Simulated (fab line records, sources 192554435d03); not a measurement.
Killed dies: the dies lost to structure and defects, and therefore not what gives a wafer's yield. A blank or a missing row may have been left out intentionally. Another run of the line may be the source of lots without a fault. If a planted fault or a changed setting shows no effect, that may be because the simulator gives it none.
Split-lot trial ; flow n5Finfet ; on a route of 1938 steps: 7 lots, 21 wafers read

SPLIT DETAILS
At N5_BEOL_M9_ILD_DEP_00 (deposits SiCOH lowk from DEMS/porogen, target thk 308.51 nm, time 58 s), the setting timeS was moved away from the recipe's 58 s on 6 of the 21 wafers read, by -8.3% to +11.6%. All remaining wafers had this setting at the recipe value.

FROM THE SPLIT TO THE READING: what the file shows between them, 1 step
- N5_BEOL_M9_CURE_71: cures SiCOH lowk, time 240 s

THE READING
At N5_BEOL_M9_THK_MEAS_01: M9_ILD_THK, given in nm. Typical for fault-free wafers on this fab line: 270 nm, with standard deviation 3.6 nm.

wafer;tool, chamber at the split;timeS as run, s;against the recipe;M9_ILD_THK, nm;against lot-mates on the recipe
L077.2;pecvd-01, 2;58;recipe;267;-
L077.5;pecvd-01, 1;64.18;+10.7%;301;+32
L077.6;pecvd-01, 0;58;recipe;270;-
L080.2;pecvd-03, 0;60.51;+4.3%;279;+8
L080.3;pecvd-03, 1;58;recipe;268;-
L080.5;pecvd-03, 2;58;recipe;274;-
L085.2;pecvd-04, 1;58;recipe;267;-
L085.3;pecvd-04, 2;58;recipe;264;-
L085.5;pecvd-04, 0;58;recipe;269;-
L090.2;pecvd-01, 2;62.49;+7.7%;282;+12
L090.4;pecvd-01, 2;58;recipe;268;-
L090.6;pecvd-01, 1;58;recipe;271;-
L093.1;pecvd-04, 1;58;recipe;266;-
L093.5;pecvd-04, 0;58;recipe;278;-
L093.6;pecvd-04, 2;64.75;+11.6%;299;+27
L096.3;pecvd-01, 1;53.21;-8.3%;249;-26
L096.4;pecvd-01, 0;58;recipe;275;-
L096.6;pecvd-01, 1;53.21;-8.3%;253;-22
L097.3;pecvd-03, 0;58;recipe;267;-
L097.5;pecvd-03, 0;58;recipe;272;-
L097.6;pecvd-03, 1;58;recipe;265;-

THE FIT
A straight line over all 21 wafers: M9_ILD_THK changes by +2.42 nm for each +1% of timeS; r = +0.95; the points scatter about the line by 4 nm.
The same after taking each lot's own level away (the mean of its wafers on the recipe; 21 wafers): +2.59 nm for each +1%; r = +0.96; scatter 3.6 nm.
That fit puts the effect of the largest move of timeS on the reading at 30 nm.
From 266.7 to 275.0 nm: that is the span of the lots' own levels, equal to 2.3 times the standard deviation above.
Hence the lot-to-lot level has little effect on the slope; both slopes agree.
Check: for one of the wafers moved furthest among these (+11.6%), held out of the fit, the line's prediction against its lot-mates is +30.5 nm. Against them it came out at +27 nm.

FURTHER SPLITS ON THESE WAFERS
Other splits were also applied to these wafers ahead of the reading. Each is held against what the fit with the lots' levels taken away leaves over:
other split on the same wafers;wafers away from the commonest value;r with M9_ILD_THK (lot level and that fit taken away)
N5_BEOL_M5_COAT_22 spinRpm;4;+0.23
N5_BEOL_M6_DESCUM_33 timeS;9;-0.41

THE WHOLE CHAIN: every reading that the file lists as answering this split, in the file's order
step;what it does;reading;change (the file's fit);r (the file's)
N5_BEOL_M9_ILD_DEP_00;deposits SiCOH lowk from DEMS/porogen, target thk 308.51 nm, time 58 s;SiCOH_lowk_of_BEOL_M9_ILD_DEP_00.thkNm (the simulator's own value, which no gauge read);+2.87 nm for each +1% of the setting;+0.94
N5_BEOL_M9_CURE_71;cures SiCOH lowk, time 240 s;SiCOH_lowk_of_BEOL_M9_ILD_DEP_00.thkNm (the simulator's own value, which no gauge read);+2.55 nm for each +1% of the setting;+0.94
N5_BEOL_M9_THK_MEAS_01;;M9_ILD_THK;+2.53 for each +1% of the setting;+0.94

THE FILE'S OWN FIT
M9_ILD_THK changes by +2.53 nm for each +1% of timeS, r = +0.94.
